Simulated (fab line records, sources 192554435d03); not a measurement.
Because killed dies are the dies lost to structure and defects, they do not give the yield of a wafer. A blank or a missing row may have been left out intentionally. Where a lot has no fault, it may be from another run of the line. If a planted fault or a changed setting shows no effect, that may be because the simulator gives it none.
fab line records ; flow n5Finfet ; part 1 of 2: steps 1 to 22 of 31
[record] lots = 5; wafers = 15; lastDay = 16
route steps=1938 shown BEOL_M1@798
lots that met no fault: taken from a fault-free run of the same line
startH: the number of hours between the record's first day and the start of the first shown wafer of the lot ; waitH: how many hours have passed since the lot's step before this one ; " unchanged from the row above ; L1.1+2: a single row standing in for several wafers ; - value missing, or start not given ; * or withheld: withheld ; < > ~ a bound
route shown NAME@n: names a module that has steps shown in the file, with the first one's number in the route ; usual: mean/standard deviation of fault-free wafers ; same: alike in all rows ; chamber/n: place in a boat ; sites: readings site by site ; _std_site: the values' standard deviation ; _edge_site: the outer-site mean with the inner-site mean subtracted ; radiusMm: for every site, how far away it sits from the centre of the wafer ; mask NAME#n: copy n ; behind: the most recent tool/chamber to have shaped the wafer ; hold: what put the lot on hold/how long, in hours/how the hold closed ; device: names the non-switching transistor (n, p or np) ; end of line: the tests these same wafers got at the end of their route ; a step given without rows: its recipe and nothing more ; killed: dies lost to structure and defects at the first sort, not the wafer's yield ; map: dies across one wafer; x = killed, . = not, _ = none there
set.NAME: the run value of the setting; set.NAME@STEP: its run value at that earlier step ; model.NAME: the simulator's own value behind a step, which no gauge read
lots at selected steps of the route; one table per step, one row per wafer
services: when a tool's chamber went out of use (startH, in hours from the record's first day, below 0 if earlier), for how many hours, and the reason
[[steps]]
[step N5_BEOL_M1_STRIP_83]
[recipe] chemistry = C4F6/O2; resist = SiARC; rfFrequencyHz = 6e+07
lot.wafer;tool;chamber;startH;waitH
L077.3+4+6;rieDiel-06;2,0,3;140.10;0.0
L076.1+3+4;rieDiel-03;0,1,3;140.18;0.0
L081.1+3+5;rieDiel-02;1,2,3;170.34;0.0
L082.3+4+5;rieDiel-03;0,2,1;179.81;0.0
L094.2+4+6;rieDiel-06;2,0,0;242.07;0.0
[step N5_BEOL_M1_STRIP_36]
[recipe] chemistry = N2/H2; powerW = 450; tempC = 40; pressureMtorr = 20; rfFrequencyHz = 6e+07; overashFraction = 0.3; biasPowerW = 7; h2Frac = 0.5; n2FlowSccm = 200; h2FlowSccm = 200
[usual] drypumpMotorCurrentA = 5.89/0.26; h2FlowSccm = 199.9/0.61; oesProductAu = 0.77/0.08; rfVppV = 59.2/1.5; showerheadPlenumPTorr = 2.54/0.074; throttleValvePct = 23.57/0.26
lot.wafer;tool;chamber;startH;waitH;drypumpMotorCurrentA;h2FlowSccm;oesProductAu;rfHoursCounterH;rfVppV;showerheadPlenumPTorr;throttleValvePct
L077.3;rieDiel-06;2;140.11;0.0;6.05;200.8;0.71;187;59.1;2.49;23.05
L077.4;rieDiel-06;0;140.11;0.0;5.81;200.1;0.72;162;59.0;2.68;23.88
L077.6;rieDiel-06;3;140.11;0.0;5.78;199.3;0.71;-;59.2;2.52;23.77
L076.1;rieDiel-03;0;140.19;0.0;5.78;200.9;0.77;154;59.1;2.42;23.52
L076.3;rieDiel-03;1;140.19;0.0;5.48;199.7;0.72;194;58.9;2.52;23.82
L076.4;rieDiel-03;3;140.19;0.0;5.82;200.7;0.72;212;59.2;2.62;23.51
L081.1;rieDiel-02;1;170.35;0.0;5.99;200.4;0.83;60;60.3;2.68;23.15
L081.3;rieDiel-02;2;170.35;0.0;5.97;199.9;0.75;163;58.0;2.54;23.42
L081.5;rieDiel-02;3;170.35;0.0;6.14;199.4;0.94;-;58.7;2.51;23.76
L082.3;rieDiel-03;0;179.82;0.0;5.74;200.5;0.76;166;58.2;2.42;23.56
L082.4;rieDiel-03;2;179.82;0.0;6.05;199.9;0.80;84;61.4;2.58;23.75
L082.5;rieDiel-03;1;179.82;0.0;5.49;199.9;0.69;-;58.4;2.51;23.85
L094.2;rieDiel-06;2;242.08;0.0;6.03;200.8;0.69;216;58.4;2.47;23.10
L094.4;rieDiel-06;0;242.08;0.0;5.81;200.2;0.70;192;59.8;2.66;23.88
L094.6;rieDiel-06;0;242.08;0.0;5.79;199.9;0.68;-;56.4;2.66;23.92
[step N5_BEOL_M1_TRENCH_ETCH_37]
[recipe] chemistry = C4F6/O2; targetDepthA = 552.07; target = SiOC; timeS = 29; ionEnergyEv = 250; pressureMtorr = 30; sourceW = 355; biasW = 185; Ar_flow_sccm = 300; C4F6_flow_sccm = 10; O2_flow_sccm = 10
[usual] O2_flow_sccm = 10.004/0.028; drypumpMotorCurrentA = 5.89/0.27; oesProductAu = 0.77/0.075; rfVppV = 660/26; showerheadPlenumPTorr = 2.85/0.068; throttleValvePct = 20.83/0.23
lot.wafer;tool;chamber;startH;waitH;O2_flow_sccm;drypumpMotorCurrentA;oesProductAu;rfHoursCounterH;rfVppV;showerheadPlenumPTorr;throttleValvePct
L077.3;rieDiel-06;2;-;-;10.016;6.03;0.72;187;658;2.79;20.68
L077.4;rieDiel-06;0;-;-;9.973;5.80;0.74;162;667;2.94;20.80
L077.6;rieDiel-06;3;-;-;10.041;5.78;0.69;-;654;2.84;21.20
L076.1;rieDiel-03;0;-;-;10.040;5.69;0.77;154;669;2.74;20.93
L076.3;rieDiel-03;1;-;-;9.983;5.49;0.71;194;690;2.84;21.24
L076.4;rieDiel-03;3;-;-;10.021;5.88;0.71;212;676;2.90;20.54
L081.1;rieDiel-02;1;-;-;10.033;6.00;0.84;60;685;3.00;20.58
L081.3;rieDiel-02;2;-;-;10.026;5.97;0.76;163;638;2.87;20.74
L081.5;rieDiel-02;3;-;-;9.984;6.16;0.93;-;618;2.81;20.63
L082.3;rieDiel-03;0;-;-;10.001;5.72;0.77;166;667;2.74;20.95
L082.4;rieDiel-03;2;-;-;9.975;6.07;0.81;84;615;2.88;20.86
L082.5;rieDiel-03;1;-;-;10.028;5.43;0.70;-;689;2.83;21.24
L094.2;rieDiel-06;2;-;-;10.043;6.04;0.71;216;656;2.78;20.74
L094.4;rieDiel-06;0;-;-;10.016;5.80;0.72;192;666;2.92;20.83
L094.6;rieDiel-06;0;-;-;10.037;5.78;0.72;-;667;2.92;20.84
[step N5_BEOL_M1_ETCH_41]
[recipe] chemistry = CH3F/O2; target = SiCN; targetDepthA = 319; taperDeg = 2; timeS = 57.8; ionEnergyEv = 120; maskMaterial = TiN; pressureMtorr = 30; sourceW = 395; biasW = 75; Ar_flow_sccm = 150; CH3F_flow_sccm = 30; O2_flow_sccm = 20
[usual] O2_flow_sccm = 20.00/0.056; drypumpMotorCurrentA = 5.88/0.27; oesProductAu = 0.77/0.075; rfVppV = 297.4/1.3; showerheadPlenumPTorr = 2.01/0.051; throttleValvePct = 16.30/0.23
lot.wafer;tool;chamber;startH;waitH;O2_flow_sccm;drypumpMotorCurrentA;oesProductAu;rfHoursCounterH;rfVppV;showerheadPlenumPTorr;throttleValvePct
L077.3;rieDiel-06;2;-;-;19.97;5.98;0.72;187;295.0;1.96;16.25
L077.4;rieDiel-06;0;-;-;19.96;5.78;0.74;162;299.4;2.07;16.33
L077.6;rieDiel-06;3;-;-;20.05;5.78;0.70;-;297.7;1.99;16.65
L076.1;rieDiel-03;0;-;-;20.04;5.74;0.78;154;297.6;1.92;16.36
L076.3;rieDiel-03;1;-;-;20.02;5.48;0.71;194;296.7;1.99;16.70
L076.4;rieDiel-03;3;-;-;20.06;5.84;0.72;212;298.8;2.04;16.17
L081.1;rieDiel-02;1;-;-;20.06;5.98;0.84;60;299.2;2.11;16.03
L081.3;rieDiel-02;2;-;-;20.10;5.92;0.75;163;297.2;2.01;16.21
L081.5;rieDiel-02;3;-;-;20.01;6.14;0.94;-;296.2;1.97;16.01
L082.3;rieDiel-03;0;-;-;20.05;5.70;0.77;166;296.1;1.92;16.40
L082.4;rieDiel-03;2;-;-;20.04;6.02;0.80;84;298.0;2.03;16.32
L082.5;rieDiel-03;1;-;-;20.06;5.45;0.70;-;297.4;1.99;16.72
L094.2;rieDiel-06;2;-;-;19.95;6.03;0.70;216;296.2;1.95;16.32
L094.4;rieDiel-06;0;-;-;19.91;5.77;0.72;192;299.5;2.06;16.39
L094.6;rieDiel-06;0;-;-;20.01;5.77;0.72;-;298.9;2.06;16.38
[step N5_BEOL_M1_STRIP_97]
[recipe] chemistry = N2/H2; timeS = 10; powerW = 450; tempC = 40; pressureMtorr = 20; rfFrequencyHz = 6e+07; biasPowerW = 7; n2FlowSccm = 200; h2FlowSccm = 200
[usual] drypumpMotorCurrentA = 5.89/0.27; h2FlowSccm = 200.1/0.56; oesProductAu = 0.77/0.079; rfVppV = 59.1/0.84; showerheadPlenumPTorr = 2.54/0.074; throttleValvePct = 23.57/0.26
lot.wafer;tool;chamber;startH;waitH;drypumpMotorCurrentA;h2FlowSccm;oesProductAu;rfHoursCounterH;rfVppV;showerheadPlenumPTorr;throttleValvePct
L077.3;rieDiel-06;2;-;-;6.05;200.8;0.71;187;58.3;2.49;23.06
L077.4;rieDiel-06;0;-;-;5.80;200.0;0.72;162;59.7;2.68;23.88
L077.6;rieDiel-06;3;-;-;5.78;199.9;0.71;-;60.0;2.51;23.77
L076.1;rieDiel-03;0;-;-;5.75;200.4;0.77;154;58.4;2.42;23.54
L076.3;rieDiel-03;1;-;-;5.50;199.2;0.71;194;59.8;2.52;23.81
L076.4;rieDiel-03;3;-;-;5.87;200.1;0.71;212;59.7;2.62;23.49
L081.1;rieDiel-02;1;-;-;5.97;200.4;0.84;60;59.9;2.68;23.13
L081.3;rieDiel-02;2;-;-;5.97;200.2;0.75;163;60.6;2.54;23.44
L081.5;rieDiel-02;3;-;-;6.16;199.9;0.94;-;59.0;2.51;23.74
L082.3;rieDiel-03;0;-;-;5.72;199.3;0.76;166;59.1;2.42;23.54
L082.4;rieDiel-03;2;-;-;6.06;200.0;0.81;84;57.7;2.58;23.74
L082.5;rieDiel-03;1;-;-;5.47;199.6;0.70;-;58.4;2.51;23.83
L094.2;rieDiel-06;2;-;-;6.05;200.2;0.70;216;58.5;2.47;23.10
L094.4;rieDiel-06;0;-;-;5.79;200.2;0.70;192;60.1;2.66;23.91
L094.6;rieDiel-06;0;-;-;5.79;201.2;0.70;-;59.2;2.66;23.92
[step N5_BEOL_M1_OCD_MEAS_38]
[usual] trenchDepthNm = 55.3/1.4
lot.wafer;tool;chamber;startH;waitH;trenchDepthNm
L077.3;ocd-01;-;140.31;-;56.8
L077.4;ocd-01;-;140.31;-;55.0
L077.6;ocd-01;-;140.31;-;52.3
L076.1;ocd-02;-;140.38;-;56.5
L076.3;ocd-02;-;140.38;-;54.7
L076.4;ocd-02;-;140.38;-;54.0
L081.1;ocd-01;-;170.56;-;56.3
L081.3;ocd-01;-;170.56;-;55.9
L081.5;ocd-01;-;170.56;-;56.5
L082.3;ocd-02;-;180.02;-;55.9
L082.4;ocd-02;-;180.02;-;56.8
L082.5;ocd-02;-;180.02;-;54.4
L094.2;ocd-01;-;242.28;-;57.5
L094.4;ocd-01;-;242.28;-;55.9
L094.6;ocd-01;-;242.28;-;55.5
[step N5_BEOL_M1_HM_STRIP_39]
[recipe] chemistry = peroxideTinStrip; material = TiN; targetDepthA = 250; tempC = 50; timeS = 158
[usual] bathGuardTempC = 50.1/0.52
lot.wafer;tool;chamber;startH;waitH;bathGuardTempC
L077.3;wetBench-01;0;140.34;0.0;50.6
L077.4;wetBench-01;5;140.34;0.0;49.8
L077.6;wetBench-01;4;140.34;0.0;50.3
L076.1;wetBench-02;1;140.42;0.0;50.0
L076.3;wetBench-02;2;140.42;0.0;49.9
L076.4;wetBench-02;5;140.42;0.0;50.3
L081.1;wetBench-03;7;170.59;0.0;50.5
L081.3;wetBench-03;4;170.59;0.0;49.6
L081.5;wetBench-03;3;170.59;0.0;50.6
L082.3;wetBench-03;4;180.05;0.0;49.2
L082.4;wetBench-03;3;180.05;0.0;50.2
L082.5;wetBench-03;1;180.05;0.0;50.7
L094.2;wetBench-03;4;242.31;0.0;49.9
L094.4;wetBench-03;6;242.31;0.0;50.3
L094.6;wetBench-03;7;242.31;0.0;50.4
[step N5_BEOL_M1_SRD_40]
[recipe] timeS = 30; tempC = 23; rinseLiquid = diw; dry = ipaMarangoni
lot.wafer;tool;chamber;startH;waitH
L077.3+4+6;wetBench-01;0,5,4;140.38;0.0
L076.1+3+4;wetBench-02;1,2,5;140.46;0.0
L081.1+3+5;wetBench-03;7,4,3;170.64;0.0
L082.3+4+5;wetBench-03;4,3,1;180.10;0.0
L094.2+4+6;wetBench-03;4,6,7;242.40;0.0
[step N5_BEOL_M1_PRECLEAN_42]
[recipe] chemistry = residueRemover; timeS = 60; tempC = 40
[usual] bathGuardTempC = 40.1/0.47
lot.wafer;tool;chamber;startH;waitH;bathGuardTempC
L077.3;wetBench-01;0;140.40;0.0;40.1
L077.4;wetBench-01;5;140.40;0.0;39.6
L077.6;wetBench-01;4;140.40;0.0;40.3
L076.1;wetBench-02;1;140.48;0.0;39.8
L076.3;wetBench-02;2;140.48;0.0;40.0
L076.4;wetBench-02;5;140.48;0.0;40.0
L081.1;wetBench-03;7;170.65;0.0;40.2
L081.3;wetBench-03;4;170.65;0.0;39.9
L081.5;wetBench-03;3;170.65;0.0;40.2
L082.3;wetBench-03;4;180.12;0.0;39.4
L082.4;wetBench-03;3;180.12;0.0;40.5
L082.5;wetBench-03;1;180.12;0.0;40.6
L094.2;wetBench-03;4;242.43;0.0;39.6
L094.4;wetBench-03;6;242.43;0.0;39.7
L094.6;wetBench-03;7;242.43;0.0;40.4
[step N5_BEOL_M1_SRD_43]
[recipe] timeS = 30; tempC = 23; rinseLiquid = diw; dry = ipaMarangoni
lot.wafer;tool;chamber;startH;waitH
L077.3+4+6;wetBench-01;0,5,4;140.42;0.0
L076.1+3+4;wetBench-02;1,2,5;140.50;0.0
L081.1+3+5;wetBench-03;7,4,3;170.67;0.0
L082.3+4+5;wetBench-03;4,3,1;180.13;0.0
L094.2+4+6;wetBench-03;4,6,7;242.47;0.0
[step N5_BEOL_M1_CD_MEAS_35]
[recipe] targetCdNm = 18; targetCdYNm = 21; polarity = opening
[usual] cdNm = 18.0/0.48
lot.wafer;tool;chamber;startH;waitH;cdNm
L077.3;cdSem-03;-;140.46;0.0;18.1
L077.4;cdSem-03;-;140.46;0.0;18.1
L077.6;cdSem-03;-;140.46;0.0;17.9
L076.1;cdSem-02;-;140.54;0.0;17.6
L076.3;cdSem-02;-;140.54;0.0;18.4
L076.4;cdSem-02;-;140.54;0.0;17.2
L081.1;cdSem-01;-;170.71;0.0;17.7
L081.3;cdSem-01;-;170.71;0.0;18.2
L081.5;cdSem-01;-;170.71;0.0;18.2
L082.3;cdSem-03;-;180.18;0.0;17.5
L082.4;cdSem-03;-;180.18;0.0;17.9
L082.5;cdSem-03;-;180.18;0.0;18.6
L094.2;cdSem-02;-;242.52;0.0;17.7
L094.4;cdSem-02;-;242.52;0.0;17.4
L094.6;cdSem-02;-;242.52;0.0;18.3
[step N5_BEOL_M1_DEGAS_44]
[recipe] ambient = vacuum; tempC = 250; timeS = 60
[usual] heaterPowerW = 324/27
lot.wafer;tool;chamber;startH;waitH;heaterPowerW
L077.3;pvdSputter-01;-;140.74;0.3;364
L077.4;pvdSputter-01;-;140.74;0.3;322
L077.6;pvdSputter-01;-;140.74;0.3;309
L076.1;pvdSputter-01;-;140.82;0.3;306
L076.3;pvdSputter-01;-;140.82;0.3;314
L076.4;pvdSputter-01;-;140.82;0.3;386
L081.1;pvdSputter-02;-;171.02;0.3;358
L081.3;pvdSputter-02;-;171.02;0.3;290
L081.5;pvdSputter-02;-;171.02;0.3;316
L082.3;pvdSputter-03;-;180.47;0.3;326
L082.4;pvdSputter-03;-;180.47;0.3;283
L082.5;pvdSputter-03;-;180.47;0.3;323
L094.2;pvdSputter-03;-;244.25;1.7;305
L094.4;pvdSputter-03;-;244.25;1.7;283
L094.6;pvdSputter-03;-;244.25;1.7;329
[step N5_BEOL_M1_PRE_CLEAN_45]
[recipe] gas = H2/He; timeS = 30; tempC = 250
[usual] heaterPowerW = 325/27
lot.wafer;tool;chamber;startH;waitH;heaterPowerW
L077.3;pvdSputter-01;-;140.78;0.0;362
L077.4;pvdSputter-01;-;140.78;0.0;315
L077.6;pvdSputter-01;-;140.78;0.0;317
L076.1;pvdSputter-01;-;140.86;0.0;305
L076.3;pvdSputter-01;-;140.86;0.0;318
L076.4;pvdSputter-01;-;140.86;0.0;382
L081.1;pvdSputter-02;-;171.06;0.0;353
L081.3;pvdSputter-02;-;171.06;0.0;285
L081.5;pvdSputter-02;-;171.06;0.0;319
L082.3;pvdSputter-03;-;180.51;0.0;329
L082.4;pvdSputter-03;-;180.51;0.0;282
L082.5;pvdSputter-03;-;180.51;0.0;328
L094.2;pvdSputter-03;-;244.29;0.0;315
L094.4;pvdSputter-03;-;244.29;0.0;290
L094.6;pvdSputter-03;-;244.29;0.0;331
[step N5_BEOL_M1_ALD_84]
[recipe] material = TaN; targetThkA = *; tempC = 275; aldPrecursorFamily = PDMAT; aldCoReactant = NH3; pressureTorr = 3; carrierFlowSccm = 1500; pulseTimeS = 2; purgeTimeS = 3; coReactantPurgeTimeS = 2; coReactantPulseTimeS = 3; aldCycles = 30; precursorVesselTempC = 75; precursorVesselPressureTorr = 26.25; precursorVesselCarrierSccm = 1000
[usual] heaterPowerW = 429/31
lot.wafer;tool;chamber;startH;waitH;heaterPowerW
L077.3;aldMetal-04;3;140.84;0.0;448
L077.4;aldMetal-04;2;140.84;0.0;457
L077.6;aldMetal-04;2;140.84;0.0;435
L076.1;aldMetal-02;1;140.92;0.0;439
L076.3;aldMetal-02;3;140.92;0.0;407
L076.4;aldMetal-02;1;140.92;0.0;427
L081.1;aldMetal-02;2;171.12;0.0;441
L081.3;aldMetal-02;1;171.12;0.0;441
L081.5;aldMetal-02;3;171.12;0.0;416
L082.3;aldMetal-04;2;180.58;0.0;460
L082.4;aldMetal-04;1;180.58;0.0;440
L082.5;aldMetal-04;1;180.58;0.0;444
L094.2;aldMetal-02;1;244.35;0.0;437
L094.4;aldMetal-02;0;244.35;0.0;416
L094.6;aldMetal-02;0;244.35;0.0;408
[step N5_BEOL_M1_SURFACE_TREAT_85]
[recipe] gas = Ar; timeS = *; ionEnergyEv = *; ionCurrentMaCm2 = 0.5; pressureMtorr = *; arFlowSccm = 30
[usual] throttleValvePct = *
lot.wafer;tool;chamber;startH;waitH;throttleValvePct
L077.3;pvdSputter-01;-;141.06;0.1;*
L077.4;pvdSputter-01;-;141.06;0.1;*
L077.6;pvdSputter-01;-;141.06;0.1;*
L076.1;pvdSputter-02;-;141.16;0.1;*
L076.3;pvdSputter-02;-;141.16;0.1;*
L076.4;pvdSputter-02;-;141.16;0.1;*
L081.1;pvdSputter-03;-;171.44;0.2;*
L081.3;pvdSputter-03;-;171.44;0.2;*
L081.5;pvdSputter-03;-;171.44;0.2;*
L082.3;pvdSputter-03;-;180.80;0.1;*
L082.4;pvdSputter-03;-;180.80;0.1;*
L082.5;pvdSputter-03;-;180.80;0.1;*
L094.2;pvdSputter-02;-;244.63;0.2;*
L094.4;pvdSputter-02;-;244.63;0.2;*
L094.6;pvdSputter-02;-;244.63;0.2;*
[step N5_BEOL_M1_CVD_47]
[recipe] material = Co; targetThkA = 30; tempC = withheld; precursor = CCTBA/H2; pressureTorr = 30; timeS = 223.8
lot.wafer;tool;chamber;startH;waitH
L077.3+4+6;cvdCo-02;1,2,0;141.12;0.0
L076.1+3+4;cvdCo-02;0,2,0;141.26;0.1
L081.1+3+5;cvdCo-01;0,1,0;171.50;0.0
L082.3+4+5;cvdCo-02;0,0,2;180.96;0.1
L094.2+4+6;cvdCo-02;2,0,2;244.77;0.1
[step N5_BEOL_M1_SPUTTER_48]
[recipe] material = Cu; targetThkA = 45; tempC = -20; chamberPressurePa = 0.07; powerW = withheld; timeS = 8.29
[usual] substrateTempC = -19.99/0.11; throttleValvePct = 30.1/0.98
lot.wafer;tool;chamber;startH;waitH;substrateTempC;throttleValvePct
L077.3;pvdSputter-01;-;141.33;0.1;-20.11;29.1
L077.4;pvdSputter-01;-;141.33;0.1;-19.98;31.0
L077.6;pvdSputter-01;-;141.33;0.1;-19.85;31.5
L076.1;pvdSputter-02;-;141.42;0.1;-19.99;31.8
L076.3;pvdSputter-02;-;141.42;0.1;-20.12;29.8
L076.4;pvdSputter-02;-;141.42;0.1;-19.95;30.6
L081.1;pvdSputter-03;-;171.72;0.2;-20.00;29.5
L081.3;pvdSputter-03;-;171.72;0.2;-20.18;28.4
L081.5;pvdSputter-03;-;171.72;0.2;-20.13;30.1
L082.3;pvdSputter-02;-;181.13;0.1;-19.90;30.6
L082.4;pvdSputter-02;-;181.13;0.1;-20.07;31.5
L082.5;pvdSputter-02;-;181.13;0.1;-19.74;30.2
L094.2;pvdSputter-03;-;246.83;2.0;-20.06;28.3
L094.4;pvdSputter-03;-;246.83;2.0;-20.00;30.2
L094.6;pvdSputter-03;-;246.83;2.0;-19.97;30.2
[step N5_BEOL_M1_ANNEAL_49]
[recipe] tempC = 400; timeS = 240; ambient = vacuum
[usual] heaterPowerW = 813/70
lot.wafer;tool;chamber;startH;waitH;heaterPowerW
L077.3;pvdSputter-01;-;141.41;0.0;807
L077.4;pvdSputter-01;-;141.41;0.0;766
L077.6;pvdSputter-01;-;141.41;0.0;959
L076.1;pvdSputter-02;-;141.50;0.0;828
L076.3;pvdSputter-02;-;141.50;0.0;862
L076.4;pvdSputter-02;-;141.50;0.0;697
L081.1;pvdSputter-03;-;171.80;0.0;827
L081.3;pvdSputter-03;-;171.80;0.0;810
L081.5;pvdSputter-03;-;171.80;0.0;784
L082.3;pvdSputter-02;-;181.21;0.0;721
L082.4;pvdSputter-02;-;181.21;0.0;826
L082.5;pvdSputter-02;-;181.21;0.0;708
L094.2;pvdSputter-03;-;246.91;0.0;799
L094.4;pvdSputter-03;-;246.91;0.0;726
L094.6;pvdSputter-03;-;246.91;0.0;730
[step N5_BEOL_M1_SPUTTER_79]
[recipe] material = Cu; targetThkA = 45; tempC = -20; chamberPressurePa = 0.07; powerW = withheld; timeS = 8.29
[usual] substrateTempC = -20.01/0.12; throttleValvePct = 30.1/0.99
lot.wafer;tool;chamber;startH;waitH;substrateTempC;throttleValvePct
L077.3;pvdSputter-01;-;141.55;0.1;-19.82;29.1
L077.4;pvdSputter-01;-;141.55;0.1;-20.02;31.2
L077.6;pvdSputter-01;-;141.55;0.1;-20.11;31.3
L076.1;pvdSputter-02;-;141.64;0.1;-20.08;31.3
L076.3;pvdSputter-02;-;141.64;0.1;-19.96;29.5
L076.4;pvdSputter-02;-;141.64;0.1;-19.91;30.5
L081.1;pvdSputter-03;-;171.94;0.1;-20.14;29.5
L081.3;pvdSputter-03;-;171.94;0.1;-19.97;28.4
L081.5;pvdSputter-03;-;171.94;0.1;-20.10;30.2
L082.3;pvdSputter-02;-;181.35;0.1;-19.78;30.3
L082.4;pvdSputter-02;-;181.35;0.1;-19.86;31.3
L082.5;pvdSputter-02;-;181.35;0.1;-20.06;30.5
L094.2;pvdSputter-03;-;247.05;0.1;-20.11;28.4
L094.4;pvdSputter-03;-;247.05;0.1;-20.07;30.2
L094.6;pvdSputter-03;-;247.05;0.1;-20.15;30.2
[step N5_BEOL_M1_ANNEAL_80]
[recipe] tempC = 400; timeS = 240; ambient = vacuum
[usual] heaterPowerW = 813/69
lot.wafer;tool;chamber;startH;waitH;heaterPowerW
L077.3;pvdSputter-01;-;141.63;0.0;789
L077.4;pvdSputter-01;-;141.63;0.0;733
L077.6;pvdSputter-01;-;141.63;0.0;973
L076.1;pvdSputter-02;-;141.72;0.0;837
L076.3;pvdSputter-02;-;141.72;0.0;868
L076.4;pvdSputter-02;-;141.72;0.0;734
L081.1;pvdSputter-03;-;172.02;0.0;828
L081.3;pvdSputter-03;-;172.02;0.0;813
L081.5;pvdSputter-03;-;172.02;0.0;790
L082.3;pvdSputter-02;-;181.43;0.0;705
L082.4;pvdSputter-02;-;181.43;0.0;833
L082.5;pvdSputter-02;-;181.43;0.0;729
L094.2;pvdSputter-03;-;247.13;0.0;804
L094.4;pvdSputter-03;-;247.13;0.0;706
L094.6;pvdSputter-03;-;247.13;0.0;725
[step N5_BEOL_M1_SPUTTER_81]
[recipe] material = Cu; targetThkA = 45; tempC = -20; chamberPressurePa = 0.07; powerW = withheld; timeS = 8.29
[usual] substrateTempC = -20.02/0.1; throttleValvePct = 30.1/0.98
lot.wafer;tool;chamber;startH;waitH;substrateTempC;throttleValvePct
L077.3;pvdSputter-01;-;141.77;0.1;-20.11;29.3
L077.4;pvdSputter-01;-;141.77;0.1;-19.97;31.2
L077.6;pvdSputter-01;-;141.77;0.1;-20.27;31.4
L076.1;pvdSputter-02;-;141.86;0.1;-19.83;31.0
L076.3;pvdSputter-02;-;141.86;0.1;-20.03;29.6
L076.4;pvdSputter-02;-;141.86;0.1;-19.97;30.7
L081.1;pvdSputter-03;-;172.16;0.1;-19.98;29.4
L081.3;pvdSputter-03;-;172.16;0.1;-20.31;28.3
L081.5;pvdSputter-03;-;172.16;0.1;-20.10;29.8
L082.3;pvdSputter-02;-;181.57;0.1;-19.99;30.6
L082.4;pvdSputter-02;-;181.57;0.1;-19.95;31.3
L082.5;pvdSputter-02;-;181.57;0.1;-19.87;30.6
L094.2;pvdSputter-03;-;247.27;0.1;-19.95;28.4
L094.4;pvdSputter-03;-;247.27;0.1;-20.05;30.3
L094.6;pvdSputter-03;-;247.27;0.1;-19.92;30.1
[step N5_BEOL_M1_ANNEAL_82]
[recipe] tempC = 400; timeS = 240; ambient = vacuum
[usual] heaterPowerW = 812/68
lot.wafer;tool;chamber;startH;waitH;heaterPowerW
L077.3;pvdSputter-01;-;141.85;0.0;785
L077.4;pvdSputter-01;-;141.85;0.0;769
L077.6;pvdSputter-01;-;141.85;0.0;932
L076.1;pvdSputter-02;-;141.94;0.0;827
L076.3;pvdSputter-02;-;141.94;0.0;857
L076.4;pvdSputter-02;-;141.94;0.0;727
L081.1;pvdSputter-03;-;172.24;0.0;816
L081.3;pvdSputter-03;-;172.24;0.0;805
L081.5;pvdSputter-03;-;172.24;0.0;768
L082.3;pvdSputter-02;-;181.65;0.0;708
L082.4;pvdSputter-02;-;181.65;0.0;818
L082.5;pvdSputter-02;-;181.65;0.0;714
L094.2;pvdSputter-03;-;247.35;0.0;805
L094.4;pvdSputter-03;-;247.35;0.0;715
L094.6;pvdSputter-03;-;247.35;0.0;727
